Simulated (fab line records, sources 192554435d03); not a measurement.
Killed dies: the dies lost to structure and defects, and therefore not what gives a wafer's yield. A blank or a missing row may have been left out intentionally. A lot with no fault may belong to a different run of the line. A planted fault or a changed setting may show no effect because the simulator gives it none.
fab line records + flow n5_finfet
record:
- lots: 10
- wafers: 30
- last_day: 20
route steps=1938 shown BEOL_M6@1195 PASSIVATION@1936
lots untouched by any fault: they come from a run of this same line in which no faults occurred
start_h: the number of hours between the record's first day and the start of the first shown wafer of the lot + wait_h: hours elapsed since this lot's preceding step + " unchanged from the row above + L1.1+2: several wafers, shown together as one row + - value missing, or start not given + * or withheld: withheld + < > ~ a bound
route shown NAME@n: a module of which the file shows steps, and the number in the route of the first + usual: mean/standard deviation of fault-free wafers + same: alike in all rows + chamber/n: place in a boat + sites: per-site readings + _std_site: the standard deviation of these + _edge_site: outer sites' mean less inner sites' + radius_mm: how far each site lies from the wafer's centre + mask NAME#n: copy n + behind: the tool/chamber that last shaped the wafer + hold: why the lot was held/for how many hours/how that ended + device: transistor that didn't switch, given as n, p or np + end of line: the route-end tests of the same wafers + a step with no rows: only its recipe + killed: the dies lost at the first sort to structure and to defects; this is not the yield of the wafer + map: a wafer's dies, marking killed ones x, the rest . and places with no die _
set.NAME: the setting the step ran with; set.NAME@STEP: the setting that earlier step ran with + model.NAME: the simulator's own value behind a step, which no gauge read
route steps across a sampled set of lots; one table per step, one row per wafer
services: the hour from which a tool's chamber was out of use, counted from the record's first day as start_h (under 0 if before that day), plus the number of hours and why
== steps ==
step: N5_BEOL_M6_CURE_74
recipe:
- temp_c: 385
- time_s: 240
- ambient: He/Ar
- material: SiCOH_lowk
usual:
- lamp_power_pct: 52.31/0.054
- wafer_temp_C_max: 387.5/0.64
| lot.wafer | tool       | chamber | start_h | wait_h | lamp_power_pct | wafer_temp_C_max |
|-----------|------------|---------|---------|--------|----------------|------------------|
| L387.4    | uv_cure-02 | 2       | 226.25  | 0.3    | 52.25          | 387.2            |
| L387.5    | "          | 2       | "       | "      | 52.30          | 386.8            |
| L387.6    | "          | 2       | "       | "      | 52.25          | 386.4            |
| L389.3    | uv_cure-02 | 0       | 231.19  | 0.2    | 52.33          | 387.0            |
| L389.5    | "          | 0       | "       | "      | 52.33          | 387.0            |
| L389.6    | "          | 0       | "       | "      | 52.27          | 387.1            |
| L392.2    | uv_cure-01 | 1       | 237.34  | 0.1    | 52.36          | 388.5            |
| L392.4    | "          | 1       | "       | "      | 52.34          | 388.1            |
| L392.5    | "          | 1       | "       | "      | 52.35          | 387.9            |
| L390.3    | uv_cure-03 | 2       | 247.98  | 0.2    | 52.17          | 387.8            |
| L390.4    | "          | 2       | "       | "      | 52.29          | 387.5            |
| L390.6    | "          | 2       | "       | "      | 52.28          | 387.5            |
| L393.2    | uv_cure-02 | 1       | 268.79  | 0.1    | 52.38          | 387.4            |
| L393.5    | "          | 1       | "       | "      | 52.33          | 387.4            |
| L393.6    | "          | 1       | "       | "      | 52.19          | 387.1            |
| L395.1    | uv_cure-01 | 1       | 295.02  | 0.0    | 52.42          | 388.5            |
| L395.2    | "          | 1       | "       | "      | 52.23          | 388.7            |
| L395.5    | "          | 1       | "       | "      | 52.27          | 387.1            |
| L400.2    | uv_cure-03 | 2       | 342.31  | 0.1    | 52.32          | 389.2            |
| L400.4    | "          | 2       | "       | "      | 52.34          | 387.3            |
| L400.6    | "          | 2       | "       | "      | 52.33          | 388.8            |
| L404.2    | uv_cure-03 | 0       | 347.85  | 0.1    | 52.24          | 388.2            |
| L404.3    | "          | 0       | "       | "      | 52.23          | 388.2            |
| L404.5    | "          | 0       | "       | "      | 52.29          | 388.3            |
| L401.2    | uv_cure-01 | 0       | 358.07  | 0.1    | 52.36          | 387.2            |
| L401.4    | "          | 0       | "       | "      | 52.32          | 387.0            |
| L401.6    | "          | 0       | "       | "      | 52.31          | 386.7            |
| L406.1    | uv_cure-01 | 0       | 377.13  | 0.0    | 52.34          | 387.0            |
| L406.4    | "          | 0       | "       | "      | 52.34          | 387.2            |
| L406.6    | "          | 0       | "       | "      | 52.26          | 386.8            |
step: N5_BEOL_M6_OVL_MEAS_12
recipe:
- points_per_wafer: 44
usual:
- M6_OVL: -0.1/0.69
| lot.wafer | tool       | chamber | start_h | wait_h | M6_OVL[nm] |
|-----------|------------|---------|---------|--------|------------|
| L387.4    | overlay-02 | 0       | 229.84  | 0.0    | 0.1        |
| L387.5    | "          | 0       | "       | "      | 0.1        |
| L387.6    | "          | 0       | "       | "      | 0.6        |
| L389.3    | overlay-02 | 0       | 235.55  | 0.0    | 0.2        |
| L389.5    | "          | 0       | "       | "      | -0.6       |
| L389.6    | "          | 0       | "       | "      | 0.7        |
| L392.2    | overlay-02 | 0       | 240.61  | 0.0    | 0.5        |
| L392.4    | "          | 0       | "       | "      | 1.1        |
| L392.5    | "          | 0       | "       | "      | 0.8        |
| L390.3    | overlay-02 | 0       | 250.94  | 0.0    | -0.1       |
| L390.4    | "          | 0       | "       | "      | 0.4        |
| L390.6    | "          | 0       | "       | "      | -0.2       |
| L393.2    | overlay-01 | 0       | 269.85  | 0.0    | -0.8       |
| L393.5    | "          | 0       | "       | "      | -0.5       |
| L393.6    | "          | 0       | "       | "      | 0.0        |
| L395.1    | overlay-02 | 0       | 296.90  | 0.0    | 1.3        |
| L395.2    | "          | 0       | "       | "      | 0.6        |
| L395.5    | "          | 0       | "       | "      | 0.9        |
| L400.2    | overlay-01 | 0       | 344.26  | 0.0    | -1.1       |
| L400.4    | "          | 0       | "       | "      | -0.3       |
| L400.6    | "          | 0       | "       | "      | -1.7       |
| L404.2    | overlay-01 | 0       | 351.57  | 0.0    | 0.9        |
| L404.3    | "          | 0       | "       | "      | 0.6        |
| L404.5    | "          | 0       | "       | "      | 0.1        |
| L401.2    | overlay-01 | 0       | 359.39  | 0.0    | 0.2        |
| L401.4    | "          | 0       | "       | "      | -0.5       |
| L401.6    | "          | 0       | "       | "      | -0.6       |
| L406.1    | overlay-02 | 0       | 379.29  | 0.0    | -0.2       |
| L406.4    | "          | 0       | "       | "      | -0.4       |
| L406.6    | "          | 0       | "       | "      | 0.0        |
step: N5_BEOL_M6_HM_OPEN_17
recipe:
- chemistry: Cl2/BCl3
- target_depth_a: 200
- overetch_a: 60
- target: TiN
- mask_material: SOC
- ion_energy_ev: 150
- pressure_mtorr: 10
- icp_w: 1000
- bias_w: 126
- Cl2_flow_sccm: 53.25
- bcl3_flow_sccm: 21.75
- Ar_flow_sccm: 25
usual:
- bcl3_flow_sccm: 21.77/0.066
- bias_w: 126.0/0.35
- drypump_motor_current_A: 5.4/0.46
- mfc_cl2_sccm: 53.27/0.15
- oes_product_au: 0.68/0.08
- throttle_valve_pct: 22.02/0.13
| lot.wafer | tool         | chamber | start_h | wait_h | bcl3_flow_sccm | bias_w | drypump_motor_current_A | mfc_cl2_sccm | oes_product_au | rf_hours_counter_h | throttle_valve_pct |
|-----------|--------------|---------|---------|--------|----------------|--------|-------------------------|--------------|----------------|--------------------|--------------------|
| L387.4    | rie_metal-03 | 0       | 230.64  | 0.1    | 21.68          | 125.6  | 6.0                     | 52.92        | 0.53           | -                  | 22.10              |
| L387.5    | "            | 1       | "       | "      | 21.68          | 126.1  | 5.4                     | 53.18        | 0.67           | -                  | 22.24              |
| L387.6    | "            | 0       | "       | "      | 21.72          | 126.5  | 5.9                     | 53.09        | 0.53           | -                  | 22.12              |
| L389.3    | rie_metal-02 | 0       | 235.92  | 0.1    | 21.80          | 126.1  | 6.0                     | 53.34        | 0.71           | -                  | 22.09              |
| L389.5    | "            | 1       | "       | "      | 21.80          | 126.4  | 5.0                     | 53.10        | 0.56           | -                  | 21.91              |
| L389.6    | "            | 0       | "       | "      | 21.81          | 126.7  | 6.1                     | 53.10        | 0.71           | -                  | 22.09              |
| L392.2    | rie_metal-02 | 1       | 241.17  | 0.0    | 21.85          | 125.8  | 5.0                     | 53.46        | 0.56           | 105                | 21.90              |
| L392.4    | "            | 0       | "       | "      | 21.91          | 126.0  | 6.1                     | 53.32        | 0.72           | -                  | 22.08              |
| L392.5    | "            | 0       | "       | "      | 21.74          | 126.5  | 6.0                     | 53.33        | 0.70           | -                  | 22.08              |
| L390.3    | rie_metal-01 | 0       | 251.63  | 0.1    | 21.78          | 126.4  | 5.0                     | 53.40        | 0.70           | -                  | 21.98              |
| L390.4    | "            | 1       | "       | "      | 21.81          | 126.5  | 5.0                     | 53.36        | 0.81           | -                  | 21.94              |
| L390.6    | "            | 1       | "       | "      | 21.86          | 125.5  | 5.0                     | 53.24        | 0.80           | -                  | 21.92              |
| L393.2    | rie_metal-01 | 1       | 270.48  | 0.0    | 21.67          | 125.7  | 5.0                     | 53.19        | 0.78           | 5                  | 21.91              |
| L393.5    | "            | 0       | "       | "      | 21.78          | 126.6  | 5.0                     | 53.27        | 0.69           | -                  | 21.99              |
| L393.6    | "            | 1       | "       | "      | 21.76          | 125.7  | 5.0                     | 53.25        | 0.77           | -                  | 21.95              |
| L395.1    | rie_metal-03 | 0       | 297.24  | 0.0    | 21.73          | 126.5  | 6.0                     | 53.37        | 0.86           | 0                  | 21.73              |
| L395.2    | "            | 1       | "       | "      | 21.73          | 126.2  | 5.4                     | 53.16        | 0.65           | 47                 | 22.28              |
| L395.5    | "            | 1       | "       | "      | 21.70          | 126.3  | 5.4                     | 53.26        | 0.66           | -                  | 22.27              |
| L400.2    | rie_metal-02 | 0       | 344.88  | 0.0    | 21.78          | 126.5  | 6.0                     | 53.44        | 0.69           | 38                 | 22.10              |
| L400.4    | "            | 1       | "       | "      | 21.81          | 125.9  | 5.0                     | 53.07        | 0.85           | -                  | 21.82              |
| L400.6    | "            | 1       | "       | "      | 21.69          | 126.6  | 5.0                     | 53.54        | 0.84           | -                  | 21.81              |
| L404.2    | rie_metal-01 | 1       | 351.90  | 0.0    | 21.84          | 126.4  | 5.0                     | 53.32        | 0.74           | 13                 | 21.96              |
| L404.3    | "            | 0       | "       | "      | 21.67          | 125.6  | 5.0                     | 53.33        | 0.67           | -                  | 22.02              |
| L404.5    | "            | 1       | "       | "      | 21.90          | 126.2  | 5.0                     | 53.19        | 0.74           | -                  | 21.96              |
| L401.2    | rie_metal-03 | 1       | 359.73  | 0.0    | 21.84          | 126.0  | 5.4                     | 53.47        | 0.63           | 54                 | 22.30              |
| L401.4    | "            | 1       | "       | "      | 21.81          | 125.6  | 5.4                     | 53.43        | 0.64           | -                  | 22.29              |
| L401.6    | "            | 0       | "       | "      | 21.74          | 126.1  | 6.0                     | 53.56        | 0.78           | -                  | 21.75              |
| L406.1    | rie_metal-01 | 1       | 379.63  | 0.0    | 21.69          | 125.7  | 5.0                     | 53.40        | 0.72           | 15                 | 21.96              |
| L406.4    | "            | 0       | "       | "      | 21.77          | 126.5  | 5.0                     | 53.27        | 0.67           | -                  | 21.99              |
| L406.6    | "            | 0       | "       | "      | 21.69          | 126.5  | 5.0                     | 53.29        | 0.67           | -                  | 22.03              |
step: N5_BEOL_M6_COAT_71
recipe:
- resist: underlayer
- temp_c: 205
- time_s: 60
- spin_rpm: 1500
- resist_thk_nm: 5
usual:
- spin_speed_rpm: 1499.6/0.99
| lot.wafer | tool           | chamber | start_h | wait_h | spin_speed_rpm |
|-----------|----------------|---------|---------|--------|----------------|
| L387.4    | litho_track-01 | 0       | 233.32  | -      | 1499.8         |
| L387.5    | "              | 0       | "       | "      | 1500.3         |
| L387.6    | "              | 0       | "       | "      | 1499.3         |
| L389.3    | litho_track-01 | 0       | 240.01  | -      | 1499.9         |
| L389.5    | "              | 0       | "       | "      | 1497.9         |
| L389.6    | "              | 0       | "       | "      | 1498.4         |
| L392.2    | litho_track-02 | 0       | 241.40  | -      | 1499.5         |
| L392.4    | "              | 0       | "       | "      | 1500.1         |
| L392.5    | "              | 0       | "       | "      | 1500.7         |
| L390.3    | litho_track-04 | 0       | 260.41  | -      | 1499.5         |
| L390.4    | "              | 0       | "       | "      | 1500.5         |
| L390.6    | "              | 0       | "       | "      | 1501.0         |
| L393.2    | litho_track-01 | 0       | 274.05  | -      | 1501.5         |
| L393.5    | "              | 0       | "       | "      | 1501.3         |
| L393.6    | "              | 0       | "       | "      | 1500.0         |
| L395.1    | litho_track-01 | 0       | 301.48  | -      | 1498.9         |
| L395.2    | "              | 0       | "       | "      | 1500.1         |
| L395.5    | "              | 0       | "       | "      | 1500.8         |
| L400.2    | litho_track-01 | 0       | 345.98  | -      | 1229.4         |
| L400.4    | "              | 0       | "       | "      | 1231.2         |
| L400.6    | "              | 0       | "       | "      | 1229.4         |
| L404.2    | litho_track-01 | 0       | 352.12  | -      | 1230.4         |
| L404.3    | "              | 0       | "       | "      | 1231.0         |
| L404.5    | "              | 0       | "       | "      | 1232.0         |
| L401.2    | litho_track-02 | 0       | 361.83  | -      | 1498.8         |
| L401.4    | "              | 0       | "       | "      | 1499.0         |
| L401.6    | "              | 0       | "       | "      | 1499.7         |
| L406.1    | litho_track-04 | 0       | 380.30  | -      | 1500.4         |
| L406.4    | "              | 0       | "       | "      | 1498.9         |
| L406.6    | "              | 0       | "       | "      | 1500.8         |
step: N5_BEOL_M6_ETCH_72
recipe:
- chemistry: N2/H2
- target: underlayer
- target_depth_a: 65
- mask_material: CAR-EUV
- time_s: 5.2
- ion_energy_ev: 200
- pressure_mtorr: 30
- source_w: 840
- bias_w: 150
- n2_flow_sccm: 200
- h2_flow_sccm: 200
- ends: cleared
usual:
- bias_w: 150.0/0.47
- drypump_motor_current_A: 5.48/0.22
- etch_rf_on_time_s: 5.22/0.091
- oes_product_au: 0.66/0.06
- rf_vpp_V: 523.4/2.6
- showerhead_plenum_p_Torr: 2.53/0.08
- throttle_valve_pct: 17.86/0.22
| lot.wafer | tool        | chamber | start_h | wait_h | bias_w | drypump_motor_current_A | etch_rf_on_time_s | oes_product_au | rf_hours_counter_h | rf_vpp_V | showerhead_plenum_p_Torr | throttle_valve_pct |
|-----------|-------------|---------|---------|--------|--------|-------------------------|-------------------|----------------|--------------------|----------|--------------------------|--------------------|
| L387.4    | rie_diel-06 | 0       | 233.86  | 0.0    | 150.1  | 5.52                    | 5.27              | 0.63           | 199                | 518.8    | 2.41                     | 18.01              |
| L387.5    | "           | 1       | "       | "      | 150.0  | 5.85                    | 5.17              | 0.68           | -                  | 524.1    | 2.56                     | 17.55              |
| L387.6    | "           | 0       | "       | "      | 149.3  | 5.54                    | 5.26              | 0.62           | -                  | 516.6    | 2.41                     | 18.00              |
| L389.3    | rie_diel-03 | 0       | 240.47  | 0.0    | 150.1  | 5.43                    | 5.31              | 0.60           | 184                | 523.6    | 2.53                     | 17.81              |
| L389.5    | "           | 0       | "       | "      | 149.5  | 5.46                    | 5.33              | 0.60           | -                  | 524.6    | 2.53                     | 17.79              |
| L389.6    | "           | 3       | "       | "      | 149.9  | 5.28                    | 5.25              | 0.70           | -                  | 525.1    | 2.57                     | 18.02              |
| L392.2    | rie_diel-06 | 2       | 241.84  | 0.0    | 149.8  | 5.29                    | 5.14              | 0.61           | 213                | 522.7    | 2.52                     | 17.70              |
| L392.4    | "           | 1       | "       | "      | 149.7  | 5.86                    | 5.10              | 0.66           | 106                | 523.7    | 2.56                     | 17.54              |
| L392.5    | "           | 0       | "       | "      | 150.6  | 5.55                    | 5.18              | 0.62           | -                  | 520.0    | 2.41                     | 18.01              |
| L390.3    | rie_diel-06 | 0       | 260.91  | 0.0    | 150.0  | 5.54                    | 5.26              | 0.61           | 209                | 520.0    | 2.41                     | 18.06              |
| L390.4    | "           | 3       | "       | "      | 149.8  | 5.29                    | 5.23              | 0.64           | 156                | 524.0    | 2.55                     | 18.06              |
| L390.6    | "           | 2       | "       | "      | 149.0  | 5.29                    | 5.15              | 0.60           | -                  | 522.0    | 2.51                     | 17.71              |
| L393.2    | rie_diel-03 | 3       | 275.00  | 0.0    | 149.9  | 5.26                    | 5.24              | 0.70           | 77                 | 525.3    | 2.57                     | 18.04              |
| L393.5    | "           | 0       | "       | "      | 150.1  | 5.47                    | 5.33              | 0.60           | -                  | 521.9    | 2.53                     | 17.85              |
| L393.6    | "           | 1       | "       | "      | 150.2  | 5.45                    | 5.24              | 0.72           | -                  | 526.7    | 2.56                     | 17.51              |
| L395.1    | rie_diel-05 | 1       | 302.06  | 0.0    | 149.6  | 5.58                    | 4.98              | 0.76           | 38                 | 525.9    | 2.59                     | 17.87              |
| L395.2    | "           | 3       | "       | "      | 150.5  | 5.59                    | 5.10              | 0.74           | 73                 | 524.9    | 2.57                     | 17.77              |
| L395.5    | "           | 2       | "       | "      | 150.9  | 5.94                    | 5.37              | 0.59           | -                  | 522.7    | 2.50                     | 17.74              |
| L400.2    | rie_diel-05 | 3       | 346.41  | 0.0    | 150.0  | 5.59                    | 5.78              | 0.71           | 90                 | 524.7    | 2.57                     | 17.76              |
| L400.4    | "           | 0       | "       | "      | 149.5  | 5.12                    | 5.88              | 0.60           | -                  | 524.4    | 2.62                     | 18.22              |
| L400.6    | "           | 3       | "       | "      | 149.7  | 5.62                    | 5.72              | 0.70           | -                  | 524.6    | 2.57                     | 17.76              |
| L404.2    | rie_diel-05 | 1       | 352.67  | 0.0    | 149.8  | 5.60                    | 5.57              | 0.74           | 56                 | 523.8    | 2.58                     | 17.88              |
| L404.3    | "           | 3       | "       | "      | 150.2  | 5.61                    | 5.73              | 0.71           | 92                 | 525.8    | 2.57                     | 17.77              |
| L404.5    | "           | 1       | "       | "      | 149.7  | 5.53                    | 5.54              | 0.74           | -                  | 526.3    | 2.58                     | 17.88              |
| L401.2    | rie_diel-03 | 0       | 362.74  | 0.0    | 150.6  | 5.46                    | 5.34              | 0.58           | 216                | 521.6    | 2.52                     | 17.88              |
| L401.4    | "           | 3       | "       | "      | 150.2  | 5.33                    | 5.29              | 0.67           | 109                | 524.2    | 2.55                     | 18.10              |
| L401.6    | "           | 2       | "       | "      | 150.7  | 5.61                    | 5.32              | 0.59           | -                  | 518.2    | 2.31                     | 17.96              |
| L406.1    | rie_diel-03 | 0       | 380.73  | 0.0    | 150.2  | 5.45                    | 5.37              | 0.58           | 221                | 524.4    | 2.52                     | 17.87              |
| L406.4    | "           | 2       | "       | "      | 149.3  | 5.61                    | 5.35              | 0.59           | -                  | 518.3    | 2.31                     | 17.94              |
| L406.6    | "           | 3       | "       | "      | 149.9  | 5.31                    | 5.30              | 0.67           | -                  | 523.9    | 2.55                     | 18.11              |
step: N5_PASSIVATION_PROBE_49
usual:
- defect_limited_yield: 90.9/1.3
- killed_at_M0_to_M3: 36/11
- killed_at_M4_up: 13/5.1
- killed_at_contacts: 14/4.9
- killed_at_front_end: 41/10
- killed_at_other: 3.4/2.6
- killed_dies: 107/16
- killed_open: 70/11
- killed_short: 36/7.8
- sort_bin_5_function: 5.4/0.84
- sort_bin_6_memory: 3.4/0.67
- sort_bin_8_speed: 0.00/0.0099
- sort_n_pass: 1073/16
- sort_yield_pct: 90.9/1.3
same:
- gross_dies: 1180
- killed_at_back_side: 0
- sort_bin_4_leakage[%]: 0
| lot.wafer | tool      | chamber | start_h | wait_h | defect_limited_yield[%] | killed_at_M0_to_M3 | killed_at_M4_up | killed_at_contacts | killed_at_front_end | killed_at_other | killed_dies | killed_open | killed_short | sort_bin_5_function[%] | sort_bin_6_memory[%] | sort_bin_8_speed[%] | sort_n_pass | sort_yield_pct[%] |
|-----------|-----------|---------|---------|--------|-------------------------|--------------------|-----------------|--------------------|---------------------|-----------------|-------------|-------------|--------------|------------------------|----------------------|---------------------|-------------|-------------------|
| L393.2    | prober-01 | -       | 363.81  | 0.1    | 90.4                    | 23                 | 20              | 13                 | 53                  | 4               | 113         | 63          | 46           | 6.2                    | 3.1                  | 0                   | 1067        | 90.4              |
| L393.5    | prober-01 | -       | 363.96  | 0.2    | 91.6                    | 27                 | 14              | 14                 | 42                  | 2               | 99          | 66          | 32           | 5.1                    | 3.1                  | 0                   | 1081        | 91.6              |
| L393.6    | prober-01 | -       | 364.01  | 0.3    | 92.5                    | 23                 | 6               | 11                 | 47                  | 2               | 89          | 59          | 29           | 4.1                    | 3.0                  | 0                   | 1091        | 92.5              |
| L395.1    | prober-01 | -       | 385.14  | 0.0    | 89.2                    | 33                 | 12              | 10                 | 68                  | 5               | 128         | 83          | 44           | 6.4                    | 4.2                  | 0                   | 1052        | 89.2              |
| L395.2    | prober-01 | -       | 385.19  | 0.1    | 87.8                    | 44                 | 19              | 22                 | 56                  | 3               | 144         | 100         | 41           | 7.0                    | 4.6                  | 0                   | 1036        | 87.8              |
| L395.5    | prober-01 | -       | 385.34  | 0.2    | 90.9                    | 20                 | 20              | 14                 | 50                  | 3               | 107         | 78          | 27           | 5.6                    | 3.2                  | 0                   | 1073        | 90.9              |
killed by level:class
L393.2 STI_FIN_REVEAL:geometric_particle:open=21 MOL_CONTACT_COAG:geometric_particle:open=10 BEOL_M4:geometric_particle:open=10 BEOL_M2:geometric_particle:short=7 FIN_SAQP:geometric_particle:short=6 GATE_CUT:geometric_particle:short=6 STI_FIN_REVEAL:geometric_particle:short=5 BEOL_M3:geometric_particle:open=5
L393.5 BEOL_M3:geometric_particle:open=12 MOL_CONTACT_COAG:geometric_particle:open=10 FIN_SAQP:geometric_particle:open=8 FIN_SAQP:geometric_particle:short=8 DUMMY_GATE:geometric_particle:open=6 BEOL_M4:geometric_particle:open=6 STI_FIN_REVEAL:geometric_particle:open=4 GATE_CUT:geometric_particle:short=4
L393.6 FIN_SAQP:geometric_particle:open=11 STI_FIN_REVEAL:geometric_particle:open=10 MOL_CONTACT_COAG:geometric_particle:open=10 BEOL_M3:geometric_particle:short=9 FIN_SAQP:geometric_particle:short=4 BEOL_M3:geometric_particle:open=4 BEOL_M1:geometric_particle:open=4 STI_FIN_REVEAL:geometric_particle:short=3
L395.1 FIN_SAQP:geometric_particle:open=23 FIN_SAQP:geometric_particle:short=10 STI_FIN_REVEAL:geometric_particle:open=10 MOL_CONTACT_COAG:geometric_particle:open=7 BEOL_M0_SAQP:geometric_particle:short=7 BEOL_M3:geometric_particle:open=7 GATE_CUT:geometric_particle:short=5 BEOL_M0_SAQP:geometric_particle:open=5
L395.2 MOL_CONTACT_COAG:geometric_particle:open=17 STI_FIN_REVEAL:geometric_particle:open=16 BEOL_M0_SAQP:geometric_particle:short=11 BEOL_M2:geometric_particle:open=11 FIN_SAQP:geometric_particle:open=9 BEOL_M3:geometric_particle:open=9 BEOL_M4:geometric_particle:open=8 BEOL_M0_SAQP:geometric_particle:open=6
L395.5 STI_FIN_REVEAL:geometric_particle:open=17 MOL_CONTACT_COAG:geometric_particle:open=12 FIN_SAQP:geometric_particle:open=11 BEOL_M4:geometric_particle:open=8 BEOL_M2:geometric_particle:open=6 STARTING-WAFER:geometric_particle:short=6 ILD0:geometric_particle:open=4 BEOL_M0_SAQP:geometric_particle:open=4
== services ==
| tool         | chamber | start_h | hours | kind           |
|--------------|---------|---------|-------|----------------|
| uv_cure-02   | -       | 227.72  | 2.1   | pm             |
| uv_cure-02   | -       | 238.48  | 7.5   | pm             |
| uv_cure-02   | -       | 246.03  | 3.4   | pm             |
| rie_metal-02 | -       | 251.55  | 0.3   | repair         |
| rie_metal-03 | 0       | 264.70  | -     | clean          |
| rie_metal-03 | 0       | 264.70  | 31.7  | scheduled_down |
| rie_metal-03 | 0       | 264.70  | 31.7  | vent_cycle     |
| rie_metal-03 | -       | 274.07  | 1.4   | pm             |
| rie_diel-06  | 2       | 285.04  | 20.5  | repair         |
| rie_diel-03  | 1       | 290.99  | 9.8   | repair         |
| rie_diel-05  | 0       | 297.70  | 19.9  | repair         |
| rie_diel-06  | 0       | 300.01  | 1.3   | repair         |
| rie_diel-06  | 3       | 303.75  | 16.3  | repair         |
| rie_diel-06  | 2       | 311.68  | 4.3   | repair         |
| rie_diel-06  | -       | 315.30  | 0.9   | repair         |
| rie_metal-02 | 1       | 318.50  | -     | clean          |
| rie_metal-02 | 1       | 318.50  | 18.8  | scheduled_down |
| uv_cure-03   | -       | 334.74  | 4.5   | pm             |
| rie_diel-05  | 1       | 340.08  | 4.4   | repair         |
| rie_diel-05  | 2       | 342.03  | 3.2   | repair         |
| rie_metal-02 | -       | 348.74  | 14.6  | pm             |
| uv_cure-01   | -       | 368.52  | 7.5   | pm             |
| rie_diel-03  | 1       | 369.64  | 16.3  | repair         |
| uv_cure-02   | -       | 371.31  | 28.1  | pm             |
== key ==
first_sign:
- step: N5_BEOL_M6_COAT_71
- reading: spin_speed_rpm
- direction: down
- sigmas: 99+
- usual: *
- struck: *
effect:
- step: N5_BEOL_M6_ETCH_72
- reading: etch_rf_on_time_s
- direction: up
- sigmas: 5.3
- usual: *
- struck: *
met_at N5_BEOL_M6_COAT_71
struck_lots L400,L404
not_acting_at N5_BEOL_M6_CURE_74,N5_BEOL_M6_OVL_MEAS_12,N5_BEOL_M6_HM_OPEN_17
onset_between 301.48 345.98
fault:
- kind: process_parameter_drift
- tool: litho_track-01
- chamber: -
- onset_h: 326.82
- steps: N5_BEOL_M6_COAT_71
- channel: spin_rpm
- offset: *
- shape: step
- end_h: 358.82
- acts_in: *
- stated: *
